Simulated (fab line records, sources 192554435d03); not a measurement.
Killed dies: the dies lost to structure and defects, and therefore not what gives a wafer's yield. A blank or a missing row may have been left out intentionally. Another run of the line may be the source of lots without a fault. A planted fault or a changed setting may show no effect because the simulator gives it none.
Matching of chambers | flow n5 finfet | N5_WELL_APT_DESCUM_13 on rie diel-02 has 4 sister chambers
The step chemistry O2, time 7.9 s. 24 wafers are shown with their chamber, then 12 later ones without.

## WAFERS, EACH WITH ITS CHAMBER
wafer  | chamber | showerhead plenum p Torr (Torr) | drypump motor current A (A) | oes product au (a.u.)
L075.2 | 2       | 2.08                            | 5.37                        | 0.89
L075.3 | 1       | 1.95                            | 5.66                        | 0.71
L075.5 | 1       | 1.95                            | 5.66                        | 0.70
L078.2 | 0       | 2.03                            | 5.78                        | 0.77
L078.5 | 3       | 2.10                            | 5.40                        | 0.80
L078.6 | 0       | 2.03                            | 5.81                        | 0.76
L083.1 | 0       | 2.03                            | 5.78                        | 0.76
L083.3 | 2       | 2.07                            | 5.37                        | 0.88
L083.4 | 3       | 2.10                            | 5.38                        | 0.79
L084.2 | 0       | 2.02                            | 5.84                        | 0.75
L084.3 | 2       | 2.07                            | 5.38                        | 0.87
L084.4 | 1       | 1.95                            | 5.69                        | 0.69
L085.3 | 3       | 2.10                            | 5.34                        | 0.78
L085.5 | 3       | 2.10                            | 5.36                        | 0.78
L085.6 | 2       | 2.07                            | 5.37                        | 0.86
L086.4 | 1       | 1.94                            | 5.69                        | 0.69
L086.5 | 0       | 2.02                            | 5.87                        | 0.75
L086.6 | 3       | 2.10                            | 5.39                        | 0.78
L087.2 | 2       | 2.07                            | 5.37                        | 0.85
L087.3 | 1       | 1.94                            | 5.67                        | 0.68
L087.5 | 0       | 2.02                            | 5.82                        | 0.74
L088.2 | 1       | 1.94                            | 5.68                        | 0.69
L088.4 | 0       | 2.02                            | 5.81                        | 0.75
L088.6 | 3       | 2.09                            | 5.40                        | 0.77

SIGNATURES, as means of the wafers listed above
reading                  | chamber 0 | chamber 1 | chamber 2 | chamber 3 | scatter within a chamber
showerhead plenum p Torr | 2.0243    | 1.9450    | 2.0720    | 2.0983    | 0.00492
drypump motor current A  | 5.8157    | 5.6750    | 5.3720    | 5.3783    | 0.0225
oes product au           | 0.7543    | 0.6933    | 0.8700    | 0.7833    | 0.0115
Rule: a wafer's distance from a chamber is the root of the sum, over the readings, of the square of ((its reading less the chamber's mean) divided by the reading's scatter). The wafer belongs to the nearest chamber; if the next one is less than 2 further off, it can't be placed. The scatter is the square root of a quotient: the sum, over the shown wafers, of each reading's squared deviation from its chamber's mean, divided by wafers minus chambers.

## WAFERS WITH NO CHAMBER GIVEN
wafer  | showerhead plenum p Torr (Torr) | drypump motor current A (A) | oes product au (a.u.)
L089.1 | 2.02                            | 5.81                        | 0.74
L089.2 | 2.09                            | 5.35                        | 0.78
L089.3 | 1.94                            | 5.66                        | 0.69
L090.1 | 2.02                            | 5.82                        | 0.73
L090.2 | 2.07                            | 5.37                        | 0.84
L090.3 | 1.94                            | 5.68                        | 0.68
L092.3 | 2.06                            | 5.35                        | 0.85
L092.4 | 1.94                            | 5.67                        | 0.68
L092.5 | 2.02                            | 5.78                        | 0.74
L097.3 | 1.94                            | 5.68                        | 0.67
L097.5 | 2.09                            | 5.35                        | 0.76
L097.6 | 2.02                            | 5.85                        | 0.73

## WHICH CHAMBER EACH WENT THROUGH
wafer  | from the rows above | in truth
L089.1 | 0                   | 0
L089.2 | 3                   | 3
L089.3 | 1                   | 1
L090.1 | 0                   | 0
L090.2 | 2                   | 2
L090.3 | 1                   | 1
L092.3 | 2                   | 2
L092.4 | 1                   | 1
L092.5 | 0                   | 0
L097.3 | 1                   | 1
L097.5 | 3                   | 3
L097.6 | 0                   | 0
12 of 12 placed correctly. Number that these rows cannot place: 0. 0 placed wrongly.
